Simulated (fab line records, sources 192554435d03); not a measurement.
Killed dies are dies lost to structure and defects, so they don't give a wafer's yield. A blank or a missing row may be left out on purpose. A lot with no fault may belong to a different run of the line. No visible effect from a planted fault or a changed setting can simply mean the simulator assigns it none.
Split-lot study ; flow n5 finfet ; route with 1938 steps; 7 lots, 21 wafers read

THE SPLIT ITSELF
At N5_BEOL_M14_PEB_26 (peb time 90 s), the setting peb temp c was moved away from the recipe's 130 C on 5 of the 21 wafers read, by -1.5% to +1.5%. All remaining wafers had this setting at the recipe value.

FROM THE SPLIT TO THE READING: what the file shows between them, 2 steps
- N5_BEOL_M14_DEVELOP_27: develop time 45 s
- N5_BEOL_M14_HARDBAKE_32: time 120 s

THE READING
Shown in nm: cd nm at N5_BEOL_M14_CD_MEAS_28, with target cd 284.4 nm. Typical for fault-free wafers on this fab line: 283.7 nm, with standard deviation 1.7 nm.

wafer;tool, chamber at the split;peb temp c as run, C;against the recipe;cd nm, nm;against lot-mates on the recipe
L074.2;litho track-02, 0;130;recipe;284.8;-
L074.3;litho track-02, 0;130;recipe;284.4;-
L074.4;litho track-02, 0;130;recipe;283.8;-
L075.3;litho track-02, 0;131;+0.8%;288.3;+3.6
L075.4;litho track-02, 0;130;recipe;283.7;-
L075.5;litho track-02, 0;130;recipe;285.8;-
L076.2;litho track-01, 0;130;recipe;285.0;-
L076.5;litho track-01, 0;130;recipe;282.2;-
L076.6;litho track-01, 0;131.1;+0.8%;289.6;+6.0
L087.1;litho track-02, 0;128;-1.5%;273.1;-10.6
L087.2;litho track-02, 0;130;recipe;283.6;-
L087.4;litho track-02, 0;130;recipe;283.9;-
L093.2;litho track-02, 0;130;recipe;284.8;-
L093.3;litho track-02, 0;130;recipe;282.5;-
L093.4;litho track-02, 0;132;+1.5%;294.7;+11.1
L094.1;litho track-02, 0;130;recipe;283.4;-
L094.2;litho track-02, 0;128.6;-1.1%;279.4;-5.0
L094.5;litho track-02, 0;130;recipe;285.3;-
L095.3;litho track-03, 0;130;recipe;283.7;-
L095.4;litho track-03, 0;130;recipe;283.1;-
L095.5;litho track-03, 0;130;recipe;283.3;-

FIT RESULTS
A straight line over all 21 wafers: cd nm changes by +6.42 nm for each +1% of peb temp c; r = +0.96; the points scatter about the line by 1.1 nm.
The same after taking each lot's own level away (the mean of its wafers on the recipe; 21 wafers): +6.46 nm for each +1%; r = +0.97; scatter 1 nm.
Per that fit: largest peb temp c move, reading shift of 9.9 nm.
Across the lots, their own levels run from 283.37 to 284.75 nm, a range of 0.8 times the standard deviation given above.
The two slopes agree, so the slope changes little with the lot-to-lot level.
Check: for one of the wafers moved furthest among these (-1.5%), held out of the fit, the line's prediction against its lot-mates is -9.36 nm. It came out at -10.6 nm against them.

OTHER SPLITS APPLIED TO THESE WAFERS
Note: prior to the reading, these wafers also went through further splits. Each is held against what the fit with the lots' levels taken away leaves over:
other split on the same wafers;wafers away from the commonest value;r with cd nm (lot level and that fit taken away)
N5_BEOL_M9_DEP_56 time s;8;-0.09
N5_BEOL_M11_VIA_ETCH_34 time s;4;+0.11
N5_BEOL_M11_TRENCH_ETCH_37 bias w;11;-0.12

THE WHOLE CHAIN: every reading that the file lists as answering this split, in the file's order
step;what it does;reading;change (the file's fit);r (the file's)
N5_BEOL_M14_CD_MEAS_28;target cd 284.4 nm;cd nm;+6.48 nm for each +1% of the setting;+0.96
N5_BEOL_M14_DESCUM_33;chemistry O2, time 7.9 s;BEOL_M14.cd nm (the simulator's own value, which no gauge read);+6.34 nm for each +1% of the setting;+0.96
N5_BEOL_M14_ETCH_67;etches SiARC in CF4, target depth 143 nm, time 238.3 s;BEOL_M14.cd nm (the simulator's own value, which no gauge read);+6.48 nm for each +1% of the setting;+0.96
N5_BEOL_M14_ETCH_68;etches SOC in N2/H2, time 450 s;BEOL_M14.cd nm (the simulator's own value, which no gauge read);+6.76 nm for each +1% of the setting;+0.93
N5_BEOL_M14_TRENCH_ETCH_34;etches SiO2 in C4F8/O2/Ar, target depth 556.65 nm, time 126.9 s;BEOL_M14.cd nm (the simulator's own value, which no gauge read);+6.86 nm for each +1% of the setting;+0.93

FILE'S OWN FIT
cd nm changes by +6.48 nm for each +1% of peb temp c, r = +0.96.
